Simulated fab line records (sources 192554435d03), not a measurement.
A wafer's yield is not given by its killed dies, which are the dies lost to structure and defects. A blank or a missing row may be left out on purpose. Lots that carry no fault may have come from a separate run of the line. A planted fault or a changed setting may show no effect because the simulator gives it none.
Code-filled problem report in 8D (eight disciplines) form :: flow n5-finfet :: the parts of the form that need people (team, actions taken, sign-off) are left out

1. WHAT IS WRONG
At N5_BEOL_M0_SAQP_ETCH_107, bias-w averages 57.94 W over 6 wafers from 2 lots, while fault-free wafers read 73.03 W, standard deviation 0.24. Relative to the usual mean, that is a shift of -63 standard deviations.
The step: etches SiNx in CH3F/O2, target depth 30 nm.
Seen first at day 9 04:54 on rie-diel-05, wafer L718.1. Wafers with a number at this step in the record: 27, from 9 lots. Rule for "out" (also "out of limits"): further than 4 standard deviations from the usual mean. The rest of the wafers with a number are treated as sound.

2. WHAT THIS IS AND IS NOT
question: which readings at this step
is: bias-w, rf-vpp-V
is not: drypump-motor-current-A, oes-product-au, showerhead-plenum-p-Torr, throttle-valve-pct

question: which lots
is: L718, L719
is not: L710, L711, L712, L717, L721, L723, L724

question: which wafers of those lots
is: all that have a number
is not: -

question: read on which tools
is: rie-diel-05
is not: rie-diel-02, rie-diel-04

question: when
is: from day 9 04:54
is not: up to then (12 sound wafers); but 9 sound wafers of L721, L723, L724 came after

3. WHAT RULES OUT EACH SUSPECT
Counting: a tool stays on the suspect list if, at a process step up to the reading, it processed all lots that are out and no sound lot following the first of them.
- rie-diel-05 at N5_BEOL_M0_SAQP_ETCH_107 (etches SiNx in CH3F/O2, target depth 30 nm): kept. Every lot that is out went through it, starting with L718 (day 9 04:54), and after that it ran no sound lot; the last sound lot it ran before then is L712 (day 7 11:19). Its own bias-w, rf-vpp-V readings are out on those wafers.
Remaining after the count: rie-diel-05 at N5_BEOL_M0_SAQP_ETCH_107.

4. THE CAUSE (what the simulator had put in)
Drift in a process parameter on rie-diel-05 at N5_BEOL_M0_SAQP_ETCH_107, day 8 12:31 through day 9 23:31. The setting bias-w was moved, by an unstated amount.
The count eliminated every tool but this one.

5. THE CHAIN OF EFFECTS, in route order
One row per reading whose mean, taken over the struck wafers that have a number, lies over 3 standard deviations from the usual. Only readings for which the record gives a usual standard deviation are gone through. hours: the time from each lot's start at the first step in this table that gives one to its start at this step, as a median over the lots. sigmas: the change in usual standard deviations.
hours: 0
step: N5_BEOL_M0_SAQP_ETCH_107
reading: bias-w
usual: 73.03 W
on struck wafers: 57.94
change: -15.09
sigmas: -63

hours: 0
step: N5_BEOL_M0_SAQP_ETCH_107
reading: rf-vpp-V
usual: 299 V
on struck wafers: 245
change: -54
sigmas: -6.1
Here are the process steps it includes:
- N5_BEOL_M0_SAQP_ETCH_107: etches SiNx in CH3F/O2, target depth 30 nm.
At these later measuring or inspecting steps, every struck wafer for which the step has a row has a number for every such reading, and none has moved that far: N5_BEOL_M4_RC_MEAS_101.

6. WHAT WOULD HAVE CAUGHT IT SOONER
16 hours passed between the start of the fault at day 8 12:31 and the first reading out of limits in this record, taken at day 9 04:54.
